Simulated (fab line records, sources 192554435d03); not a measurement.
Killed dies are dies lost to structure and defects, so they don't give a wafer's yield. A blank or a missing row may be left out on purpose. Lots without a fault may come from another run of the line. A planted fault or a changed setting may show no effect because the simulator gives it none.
Chamber matching | flow n5_finfet | N5_BEOL_M9_ETCH_62 on rie_diel-04: 4 sister chambers
The step etches SOC in N2/H2, target depth 110 nm, overetch 22 nm, time 165 s. 14 wafers are shown with their chamber, then 7 later ones without.

WAFERS WITH THEIR CHAMBER
wafer  | chamber | drypump_motor_current_A (A) | showerhead_plenum_p_Torr (Torr) | rf_vpp_V (V)
L077.4 | 3       | 5.6                         | 2.50                            | 523.4
L077.5 | 2       | 5.3                         | 2.65                            | 525.5
L077.6 | 0       | 5.8                         | 2.49                            | 521.5
L080.2 | 0       | 5.8                         | 2.49                            | 522.4
L080.4 | 0       | 5.8                         | 2.49                            | 521.4
L080.5 | 1       | 6.3                         | 2.72                            | 529.2
L086.2 | 1       | 6.3                         | 2.71                            | 527.3
L086.4 | 0       | 5.8                         | 2.48                            | 522.4
L086.5 | 0       | 5.8                         | 2.48                            | 520.5
L076.3 | 0       | 5.8                         | 2.48                            | 521.3
L076.4 | 1       | 6.3                         | 2.71                            | 527.5
L076.6 | 3       | 5.6                         | 2.49                            | 521.4
L091.2 | 1       | 6.2                         | 2.71                            | 528.1
L091.5 | 1       | 6.3                         | 2.71                            | 527.9

SIGNATURES (means of the wafers above)
reading                  | chamber 0 | chamber 1 | chamber 2 | chamber 3 | scatter within a chamber
drypump_motor_current_A  | 5.800     | 6.280     | 5.300     | 5.600     | 0.0283
showerhead_plenum_p_Torr | 2.4850    | 2.7120    | 2.6500    | 2.4950    | 0.00529
rf_vpp_V                 | 521.583   | 528.000   | 525.500   | 522.400   | 0.826
Rule: a wafer's distance from a chamber is the root of the sum, over the readings, of the square of ((its reading less the chamber's mean) divided by the reading's scatter). The wafer belongs to the nearest chamber; if the next one is less than 2 further off, it can't be placed. The scatter: the root of (the sum of the squares of (reading less its chamber's mean) over the shown wafers, divided by (wafers less chambers)).

WAFERS WITHOUT THEIR CHAMBER
wafer  | drypump_motor_current_A (A) | showerhead_plenum_p_Torr (Torr) | rf_vpp_V (V)
L091.6 | 5.2                         | 2.64                            | 527.2
L093.2 | 5.2                         | 2.63                            | 524.6
L093.4 | 5.7                         | 2.49                            | 523.2
L093.6 | 5.8                         | 2.48                            | 523.4
L096.2 | 6.3                         | 2.70                            | 529.3
L096.5 | 5.8                         | 2.48                            | 520.6
L096.6 | 6.3                         | 2.70                            | 528.5

WHICH CHAMBER EACH WENT THROUGH
wafer  | from the rows above     | in truth
L091.6 | 2                       | 2
L093.2 | 2                       | 2
L093.4 | can't be placed: 3 or 0 | 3
L093.6 | 0                       | 0
L096.2 | 1                       | 1
L096.5 | 0                       | 0
L096.6 | 1                       | 1
Placed correctly: 6 of 7. Can't be placed from these rows: 1 (the true chamber is among the candidates in 1). Placed wrongly: 0.
